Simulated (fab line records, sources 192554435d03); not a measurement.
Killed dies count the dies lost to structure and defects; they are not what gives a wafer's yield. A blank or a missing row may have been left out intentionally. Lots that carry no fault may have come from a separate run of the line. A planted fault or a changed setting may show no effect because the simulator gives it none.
Split-lot experiment | flow n5 finfet | 7 lots, 21 wafers read, on a route of 1938 steps

## ABOUT THE SPLIT
At N5_HKMG_FIN_DESCUM_53 (chemistry O2, time 7.9 s), the setting time s was moved away from the recipe's 7.9 s on 3 of the 21 wafers read, by -9.6% to +20.8%. For the rest of the wafers, this setting stayed at what the recipe calls for.

Split to reading: the file shows no intervening step.

## THE READING
CAR-ArF_of_HKMG_FIN_COAT_43.thk nm (the simulator's own value, which no gauge read), in nm, at N5_HKMG_FIN_ETCH_54 (etches SiARC in CF4, target depth 45.5 nm, time 75.8 s). The file does not state a usual value for it. Here, 18 wafers ran the recipe; their average is 51.2 nm with a standard deviation of 0.18 nm.

wafer  | tool, chamber at the split | time s as run, s | against the recipe | CAR-ArF_of_HKMG_FIN_COAT_43.thk nm, nm | against lot-mates on the recipe
L082.1 | rie diel-01, 2             | 7.9              | recipe             | 51.2                                   | -
L082.2 | rie diel-01, 0             | 9.544            | +20.8%             | 49.8                                   | -1.3
L082.3 | rie diel-01, 1             | 7.9              | recipe             | 51                                     | -
L083.4 | rie diel-06, 0             | 7.9              | recipe             | 51                                     | -
L083.5 | rie diel-06, 3             | 7.9              | recipe             | 51.2                                   | -
L083.6 | rie diel-06, 2             | 7.142            | -9.6%              | 51.4                                   | +0.3
L087.2 | rie diel-04, 1,2           | 7.9              | recipe             | 51.2                                   | -
L087.5 | rie diel-04, 1,2           | 7.9              | recipe             | 51                                     | -
L087.6 | rie diel-04, 1             | 9.041            | +14.4%             | 50.2                                   | -0.9
L088.2 | rie diel-01, 0             | 7.9              | recipe             | 51.4                                   | -
L088.5 | rie diel-01, 2             | 7.9              | recipe             | 51.2                                   | -
L088.6 | rie diel-01, 1             | 7.9              | recipe             | 51.6                                   | -
L089.1 | rie diel-04, 2             | 7.9              | recipe             | 51.2                                   | -
L089.6 | rie diel-04, 2             | 7.9              | recipe             | 51.2                                   | -
L089.5 | rie diel-04, 1             | 7.9              | recipe             | 51.4                                   | -
L093.1 | rie diel-06, 3,0           | 7.9              | recipe             | 51.2                                   | -
L093.3 | rie diel-06, 3,0           | 7.9              | recipe             | 51                                     | -
L093.5 | rie diel-06, 0             | 7.9              | recipe             | 51                                     | -
L094.1 | rie diel-04, 3,2           | 7.9              | recipe             | 51.2                                   | -
L094.4 | rie diel-04, 3,2           | 7.9              | recipe             | 51                                     | -
L094.5 | rie diel-04, 3             | 7.9              | recipe             | 50.8                                   | -
Rows listing several chambers each stand for several wafers; the file does not say which wafer went through which chamber.

THE FIT
A straight line over all 21 wafers: CAR-ArF_of_HKMG_FIN_COAT_43.thk nm changes by -0.0596 nm for each +1% of time s; r = -0.88; the points scatter about the line by 0.19 nm.
The same after taking each lot's own level away (the mean of its wafers on the recipe; 21 wafers): -0.0578 nm for each +1%; r = -0.93; scatter 0.13 nm.
The reading moves by 1.2 nm for the largest change in time s, on that fit.
The span of the lots' own levels, 51.00 to 51.40 nm, comes to 2.2 times the standard deviation stated above.
Consequently the slope shifts little with the lot-to-lot level, the two slopes agreeing.
Check: with one of the wafers moved furthest among these (+20.8%) left out of the fit, the line predicts -1.11 nm for it against its lot-mates. It came out at -1.3 nm against them.

## ADDITIONAL SPLITS CARRIED BY THESE WAFERS
These wafers also went through other splits before the reading. Each is held against what the fit with the lots' levels taken away leaves over:
other split on the same wafers        | wafers away from the commonest value | r with CAR-ArF_of_HKMG_FIN_COAT_43.thk nm (lot level and that fit taken away)
N5_SD_EPI_N_DEVELOP_08 develop time s | 8                                    | +0.10
N5_SDB_COAT_03 spin rpm               | 9                                    | -0.02

## THE WHOLE CHAIN: every reading that the file lists as answering this split, in the file's order
step                  | what it does                                           | reading                                                                             | change (the file's fit)                | r (the file's)
N5_HKMG_FIN_DESCUM_53 | chemistry O2, time 7.9 s                               | CAR-ArF_of_HKMG_FIN_COAT_43.thk nm (the simulator's own value, which no gauge read) | -0.0618 nm for each +1% of the setting | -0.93
N5_HKMG_FIN_ETCH_54   | etches SiARC in CF4, target depth 45.5 nm, time 75.8 s | CAR-ArF_of_HKMG_FIN_COAT_43.thk nm (the simulator's own value, which no gauge read) | -0.0585 nm for each +1% of the setting | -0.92

## FILE'S OWN FIT
CAR-ArF_of_HKMG_FIN_COAT_43.thk nm changes by -0.0585 nm for each +1% of time s, r = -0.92.
